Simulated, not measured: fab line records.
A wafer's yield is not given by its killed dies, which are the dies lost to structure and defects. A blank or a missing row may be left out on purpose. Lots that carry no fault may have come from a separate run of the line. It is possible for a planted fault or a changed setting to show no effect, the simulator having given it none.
fab line records    flow nandHarc
[record] lots = 6  wafers = 18  lastDay = 32
route steps=1302 shown A_ONON_D1@424 END@1302
lots that met no fault: from a run of the same line without faults
startH: start of the lot's first displayed wafer, in hours after the record's first day    waitH: hours since the lot's step before    " the same as in the row above    L1.1+2: several wafers, shown together as one row    - either no value or no given start    * or withheld: withheld    < > ~ a bound
route shown NAME@n: a module of which the file shows steps, and the number in the route of the first    usual: average and standard deviation across the fault-free wafers    same: alike in all rows    chamber/n: place in a boat    sites: each site's reading    _std_site: standard deviation across them    _edge_site: inner sites' mean taken away from outer sites' mean    radiusMm: how far each site lies from the wafer's centre    mask NAME#n: copy n    behind: the last tool/chamber to shape the wafer    hold: why the lot went on hold/how many hours it stayed there/how the hold came to an end    device: names the non-switching transistor (n, p or np)    end of line: tests of these same wafers at the route's end    where a step has no rows: the recipe by itself    killed: dies lost to structure and defects at the first sort, not the wafer's yield    map: the dies of a wafer, with x for killed, . for not killed, _ for no die there
set.NAME: the setting that was run; set.NAME@STEP: the one run at that earlier step    model.NAME: the simulator's own value behind a step, which no gauge read
lots at some steps of the route; a table a step, a row a wafer
services: when a tool's chamber went out of use (startH, in hours from the record's first day, below 0 if earlier), for how many hours, and the reason
[[steps]]
[step NHARC_A_ONON_D1_DEP_00]
[recipe] targetThkA = 10000  n2FlowSccm = 2750  n2oFlowSccm = 2000  nh3FlowSccm = 500  sih4FlowSccm = 210  tempC = 400
[step NHARC_A_ONON_D1_THK_MEAS_02]
[recipe] thkMeasGauge = ellipsometry
[usual] thkNm = 997/8.2
lot.wafer  tool          chamber  startH  waitH  thkNm
L414.3     filmMetro-01  -        223.51  -      983
L414.4     "             -        "       "      981
L414.6     "             -        "       "      981
L415.1     filmMetro-02  -        240.41  -      996
L415.5     "             -        "       "      995
L415.6     "             -        "       "      993
L419.1     filmMetro-02  -        284.17  -      1008
L419.2     "             -        "       "      1008
L419.3     "             -        "       "      1007
L420.1     filmMetro-01  -        288.35  -      1004
L420.5     "             -        "       "      1005
L420.6     "             -        "       "      1007
L428.1     filmMetro-01  -        365.70  -      991
L428.2     "             -        "       "      991
L428.3     "             -        "       "      990
L429.2     filmMetro-01  -        380.47  -      992
L429.4     "             -        "       "      993
L429.5     "             -        "       "      992
[step NHARC_A_ONON_D1_DEP_03]
[recipe] targetThkA = 10000  n2FlowSccm = 2750  n2oFlowSccm = 2000  nh3FlowSccm = 500  sih4FlowSccm = 210  tempC = 400
[step NHARC_A_ONON_D1_THK_MEAS_05]
[recipe] thkMeasGauge = ellipsometry
[usual] thkNm = 1001/10
lot.wafer  tool          chamber  startH  waitH  thkNm
L414.3     filmMetro-01  -        224.08  -      986
L414.4     "             -        "       "      986
L414.6     "             -        "       "      987
L415.1     filmMetro-02  -        240.98  -      996
L415.5     "             -        "       "      999
L415.6     "             -        "       "      1001
L419.1     filmMetro-01  -        284.74  -      1015
L419.2     "             -        "       "      1015
L419.3     "             -        "       "      1018
L420.1     filmMetro-01  -        288.91  -      1014
L420.5     "             -        "       "      1013
L420.6     "             -        "       "      1012
L428.1     filmMetro-01  -        366.27  -      997
L428.2     "             -        "       "      998
L428.3     "             -        "       "      1000
L429.2     filmMetro-01  -        381.04  -      994
L429.4     "             -        "       "      996
L429.5     "             -        "       "      998
[step NHARC_A_ONON_D1_DEP_06]
[recipe] targetThkA = 10000  n2FlowSccm = 2750  n2oFlowSccm = 2000  nh3FlowSccm = 500  sih4FlowSccm = 210  tempC = 400
[step NHARC_A_ONON_D1_THK_MEAS_08]
[recipe] thkMeasGauge = ellipsometry
[usual] thkNm = 1000/9.4
lot.wafer  tool          chamber  startH  waitH  thkNm
L414.3     filmMetro-02  -        224.65  -      1007
L414.4     "             -        "       "      1006
L414.6     "             -        "       "      1005
L415.1     filmMetro-02  -        241.54  -      991
L415.5     "             -        "       "      988
L415.6     "             -        "       "      989
L419.1     filmMetro-01  -        285.31  -      993
L419.2     "             -        "       "      995
L419.3     "             -        "       "      993
L420.1     filmMetro-02  -        289.47  -      996
L420.5     "             -        "       "      995
L420.6     "             -        "       "      998
L428.1     filmMetro-02  -        366.84  -      997
L428.2     "             -        "       "      998
L428.3     "             -        "       "      996
L429.2     filmMetro-01  -        381.60  -      1012
L429.4     "             -        "       "      1013
L429.5     "             -        "       "      1012
[step NHARC_A_ONON_D1_DEP_09]
[recipe] targetThkA = 10000  n2FlowSccm = 2750  n2oFlowSccm = 2000  nh3FlowSccm = 500  sih4FlowSccm = 210  tempC = 400
[step NHARC_A_ONON_D1_THK_MEAS_11]
[recipe] thkMeasGauge = ellipsometry
[usual] thkNm = 1000/12
lot.wafer  tool          chamber  startH  waitH  thkNm
L414.3     filmMetro-01  -        225.21  -      999
L414.4     "             -        "       "      1001
L414.6     "             -        "       "      997
L415.1     filmMetro-01  -        242.11  -      981
L415.5     "             -        "       "      979
L415.6     "             -        "       "      980
L419.1     filmMetro-02  -        285.87  -      1013
L419.2     "             -        "       "      1012
L419.3     "             -        "       "      1012
L420.1     filmMetro-02  -        290.04  -      1011
L420.5     "             -        "       "      1008
L420.6     "             -        "       "      1009
L428.1     filmMetro-02  -        367.41  -      996
L428.2     "             -        "       "      997
L428.3     "             -        "       "      997
L429.2     filmMetro-01  -        382.17  -      985
L429.4     "             -        "       "      985
L429.5     "             -        "       "      985
[step NHARC_A_ONON_D1_DEP_12]
[recipe] targetThkA = 10000  n2FlowSccm = 2750  n2oFlowSccm = 2000  nh3FlowSccm = 500  sih4FlowSccm = 210  tempC = 400
[step NHARC_A_ONON_D1_THK_MEAS_14]
[recipe] thkMeasGauge = ellipsometry
[usual] thkNm = 1001/11
lot.wafer  tool          chamber  startH  waitH  thkNm
L414.3     filmMetro-02  -        225.78  -      1002
L414.4     "             -        "       "      1002
L414.6     "             -        "       "      1002
L415.1     filmMetro-02  -        242.67  -      1000
L415.5     "             -        "       "      997
L415.6     "             -        "       "      1000
L419.1     filmMetro-02  -        286.44  -      983
L419.2     "             -        "       "      981
L419.3     "             -        "       "      983
L420.1     filmMetro-01  -        290.61  -      988
L420.5     "             -        "       "      990
L420.6     "             -        "       "      989
L428.1     filmMetro-02  -        367.98  -      1001
L428.2     "             -        "       "      1001
L428.3     "             -        "       "      1002
L429.2     filmMetro-01  -        382.73  -      978
L429.4     "             -        "       "      980
L429.5     "             -        "       "      979
[step NHARC_A_ONON_D1_ANNEAL_15]
[recipe] tempC = 750  timeS = 3600
[step NHARC_A_ONON_D1_DEP_16]
[recipe] targetThkA = 10000  n2FlowSccm = 2750  n2oFlowSccm = 2000  nh3FlowSccm = 500  sih4FlowSccm = 210  tempC = 400
[usual] sih4FlowSccm = 209.9/0.61
lot.wafer  tool          chamber  startH  waitH  sih4FlowSccm
L414.3     pecvdOnon-01  0        233.15  0.2    209.9
L414.4     "             0        "       "      211.0
L414.6     "             0        "       "      210.2
L415.1     pecvdOnon-01  0        250.19  0.1    209.8
L415.5     "             0        "       "      210.7
L415.6     "             0        "       "      210.8
L419.1     pecvdOnon-01  0        294.50  0.1    210.4
L419.2     "             0        "       "      210.0
L419.3     "             0        "       "      209.5
L420.1     pecvdOnon-03  0        298.04  0.1    211.0
L420.5     "             0        "       "      209.6
L420.6     "             0        "       "      210.6
L428.1     pecvdOnon-01  0        375.70  0.1    209.4
L428.2     "             0        "       "      209.4
L428.3     "             0        "       "      209.2
L429.2     pecvdOnon-01  0        389.91  0.1    209.4
L429.4     "             0        "       "      209.7
L429.5     "             0        "       "      209.2
[step NHARC_A_ONON_D1_THK_MEAS_18]
[recipe] thkMeasGauge = ellipsometry
[usual] thkNm = 1001/9.5
lot.wafer  tool          chamber  startH  waitH  thkNm
L414.3     filmMetro-01  -        233.54  -      1018
L414.4     "             -        "       "      1018
L414.6     "             -        "       "      1018
L415.1     filmMetro-01  -        250.70  -      979
L415.5     "             -        "       "      978
L415.6     "             -        "       "      977
L419.1     filmMetro-02  -        295.01  -      998
L419.2     "             -        "       "      997
L419.3     "             -        "       "      997
L420.1     filmMetro-02  -        298.54  -      1003
L420.5     "             -        "       "      1001
L420.6     "             -        "       "      1001
L428.1     filmMetro-01  -        376.21  -      682
L428.2     "             -        "       "      681
L428.3     "             -        "       "      682
L429.2     filmMetro-01  -        390.36  -      661
L429.4     "             -        "       "      660
L429.5     "             -        "       "      660
[step NHARC_A_ONON_D1_DEP_19]
[recipe] targetThkA = 10000  n2FlowSccm = 2750  n2oFlowSccm = 2000  nh3FlowSccm = 500  sih4FlowSccm = 210  tempC = 400
[step NHARC_END_SORT_01]
[recipe] tempC = 25
[usual] killedAtArray = 53/18  killedAtOther = 1.0/1.2  killedAtPeriphery = 3.6/2.4  killedDies = 58/18  killedOpen = 3.4/1.8  killedShort = 2.3/1.5
[same] grossDies = 677
lot.wafer  tool       chamber  startH  waitH  killedAtArray  killedAtOther  killedAtPeriphery  killedDies  killedOpen  killedShort
L415.5     prober-02  0        647.04  3.7    52             1              3                  56          4           5
L429.2     prober-01  0        772.28  2.8    674            0              3                  677         4           1
L429.4     prober-01  0        773.90  3.4    671            2              4                  677         5           5
L429.5     prober-01  0        774.71  3.8    675            1              1                  677         1           2
L428.1     prober-02  0        776.12  2.5    671            3              3                  677         3           3
L428.2     prober-02  0        776.93  2.8    671            2              4                  677         1           3
L428.3     prober-02  0        777.73  3.1    670            1              6                  677         2           4
// killed by level:class
L415.5 A_CHANNEL_HOLE_D2:chamberFilmFlake=32 A_CONTACT:chamberFilmFlake=3 A_CHANNEL_HOLE_D1:geometricParticle:short=2 P_GATE:chamberFilmFlake=2 A_STAIRCASE:chamberFilmFlake=2 A_WL_FILL:chamberFilmFlake=2 P_BONDPAD:geometricParticle:open=1 A_CHANNEL_HOLE_D1:geometricParticle:open=1
L429.2 A_ONON_D1:areaDep=623 A_SLIT:chamberFilmFlake=21 A_CHANNEL_HOLE_D2:chamberFilmFlake=16 A_STAIRCASE:chamberFilmFlake=4 A_CONTACT:chamberFilmFlake=3 P_M1:geometricParticle:open=1 A_CHANNEL_HOLE_D2:geometricParticle:open=1 A_CHANNEL_FILL_D2:geometricParticle:open=1
L429.4 A_ONON_D1:areaDep=621 A_SLIT:chamberFilmFlake=16 A_CHANNEL_HOLE_D2:chamberFilmFlake=14 A_WL_FILL:chamberFilmFlake=5 A_CONTACT:chamberFilmFlake=5 A_WL_FILL:geometricParticle:short=3 P_M1:geometricParticle:open=2 A_STAIRCASE:chamberFilmFlake=2
L429.5 A_ONON_D1:areaDep=638 A_SLIT:chamberFilmFlake=19 A_CHANNEL_HOLE_D2:chamberFilmFlake=6 A_CONTACT:chamberFilmFlake=6 A_WL_FILL:geometricParticle:short=2 A_BLC:geometricParticle:open=1 P_ZERO_WELL:chamberFilmFlake=1 A_CHANNEL_HOLE_D1:chamberFilmFlake=1
L428.1 A_ONON_D1:areaDep=626 A_SLIT:chamberFilmFlake=19 A_CHANNEL_HOLE_D1:chamberFilmFlake=7 A_CONTACT:chamberFilmFlake=7 A_M1:chamberFilmFlake=4 THIN_TSV:chamberFilmFlake=3 A_CHANNEL_FILL_D2:geometricParticle:short=2 P_CONTACT:geometricParticle:open=1
L428.2 A_ONON_D1:areaDep=630 A_SLIT:chamberFilmFlake=16 A_CONTACT:chamberFilmFlake=8 A_CHANNEL_HOLE_D1:chamberFilmFlake=5 A_M1:chamberFilmFlake=4 A_STAIRCASE:chamberFilmFlake=3 A_CHANNEL_FILL_D2:geometricParticle:short=2 THIN_TSV:chamberFilmFlake=2
L428.3 A_ONON_D1:areaDep=622 A_SLIT:chamberFilmFlake=21 A_CONTACT:chamberFilmFlake=10 A_CHANNEL_HOLE_D1:chamberFilmFlake=6 A_M1:chamberFilmFlake=4 P_GATE:chamberFilmFlake=3 P_M0:geometricParticle:open=2 P_M0:geometricParticle:short=1
// map L428.1 (x killed, . not)
____________x____________
_________xxxxxxx_________
_______xxxxxxxxxxx_______
______xxxxxxxxxxxxx______
_____xxxxxxxxxxxxxxx_____
____xxxxxxxxxxxxxxxxx____
____xxxxxxxxxxxxxxxxx____
___xxxxxxxxxxxxxxxxxxx___
___xxxxxxxxxxxxxxxxxxx___
__xxxxxxxxxxxxxxxxxxxxx__
__xxxxxxxxxxxxxxxxxxxxx__
_xxxxxxxxxxxxxxxxxxxxxxx_
_xxxxxxxxxxxxxxxxxxxxxxx_
_xxxxxxxxxxxxxxxxxxxxxxx_
_xxxxxxxxxxxxxxxxxxxxxxx_
_xxxxxxxxxxxxxxxxxxxxxxx_
xxxxxxxxxxxxxxxxxxxxxxxxx
xxxxxxxxxxxxxxxxxxxxxxxxx
xxxxxxxxxxxxxxxxxxxxxxxxx
xxxxxxxxxxxxxxxxxxxxxxxxx
xxxxxxxxxxxxxxxxxxxxxxxxx
_xxxxxxxxxxxxxxxxxxxxxxx_
_xxxxxxxxxxxxxxxxxxxxxxx_
_xxxxxxxxxxxxxxxxxxxxxxx_
_xxxxxxxxxxxxxxxxxxxxxxx_
_xxxxxxxxxxxxxxxxxxxxxxx_
__xxxxxxxxxxxxxxxxxxxxx__
__xxxxxxxxxxxxxxxxxxxxx__
___xxxxxxxxxxxxxxxxxxx___
___xxxxxxxxxxxxxxxxxxx___
____xxxxxxxxxxxxxxxxx____
____xxxxxxxxxxxxxxxxx____
_____xxxxxxxxxxxxxxx_____
______xxxxxxxxxxxxx______
_______xxxxxxxxxxx_______
_________xxxxxxx_________
____________x____________
// map L429.2 (x killed, . not)
____________x____________
_________xxxxxxx_________
_______xxxxxxxxxxx_______
______xxxxxxxxxxxxx______
_____xxxxxxxxxxxxxxx_____
____xxxxxxxxxxxxxxxxx____
____xxxxxxxxxxxxxxxxx____
___xxxxxxxxxxxxxxxxxxx___
___xxxxxxxxxxxxxxxxxxx___
__xxxxxxxxxxxxxxxxxxxxx__
__xxxxxxxxxxxxxxxxxxxxx__
_xxxxxxxxxxxxxxxxxxxxxxx_
_xxxxxxxxxxxxxxxxxxxxxxx_
_xxxxxxxxxxxxxxxxxxxxxxx_
_xxxxxxxxxxxxxxxxxxxxxxx_
_xxxxxxxxxxxxxxxxxxxxxxx_
xxxxxxxxxxxxxxxxxxxxxxxxx
xxxxxxxxxxxxxxxxxxxxxxxxx
xxxxxxxxxxxxxxxxxxxxxxxxx
xxxxxxxxxxxxxxxxxxxxxxxxx
xxxxxxxxxxxxxxxxxxxxxxxxx
_xxxxxxxxxxxxxxxxxxxxxxx_
_xxxxxxxxxxxxxxxxxxxxxxx_
_xxxxxxxxxxxxxxxxxxxxxxx_
_xxxxxxxxxxxxxxxxxxxxxxx_
_xxxxxxxxxxxxxxxxxxxxxxx_
__xxxxxxxxxxxxxxxxxxxxx__
__xxxxxxxxxxxxxxxxxxxxx__
___xxxxxxxxxxxxxxxxxxx___
___xxxxxxxxxxxxxxxxxxx___
____xxxxxxxxxxxxxxxxx____
____xxxxxxxxxxxxxxxxx____
_____xxxxxxxxxxxxxxx_____
______xxxxxxxxxxxxx______
_______xxxxxxxxxxx_______
_________xxxxxxx_________
____________x____________
[[services]]
tool          chamber  startH  hours  kind
pecvdOnon-03  -        227.00  13.0   pm
pecvdOnon-01  -        269.52  13.0   pm
[[key]]
[firstSign] step = NHARC_A_ONON_D1_THK_MEAS_18  reading = thkNm  direction = down  sigmas = 35  usual = 1001  struck = 671
[effect] step = NHARC_END_SORT_01  reading = killedAtArray  direction = up  sigmas = 35  usual = 53  struck = 672
[moreKillsBornAt] NHARC_A_ONON_D1_DEP_16@pecvdOnon-01 = 3760
metAt NHARC_A_ONON_D1_DEP_16
struckWafers L428.1,L428.2,L428.3,L429.2,L429.4,L429.5
laterRowsLeftOut L428.1,L428.2,L428.3,L429.2,L429.4,L429.5
testerLeftOut L428,L429
onsetBetween 294.50 375.70
alsoFits time
[fault] kind = processParameterDrift  tool = pecvdOnon-01  chamber = -  onsetH = 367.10  steps = NHARC_A_ONON_D1_DEP_16  channel = targetThkA  offset = *  shape = step  endH = 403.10  actsIn = *  stated = *
// testerLeftOut: of these lots the tester's yield and bins aren't shown, on N5 and GAA mostly nor the transistor test; their killed dies are dies lost to structure and defects alone, not to doping, threshold or leakage, so they don't give the yield
// laterRowsLeftOut: the simulator's readings of these wafers behind a module that went badly wrong aren't trusted and aren't shown, but for the sort
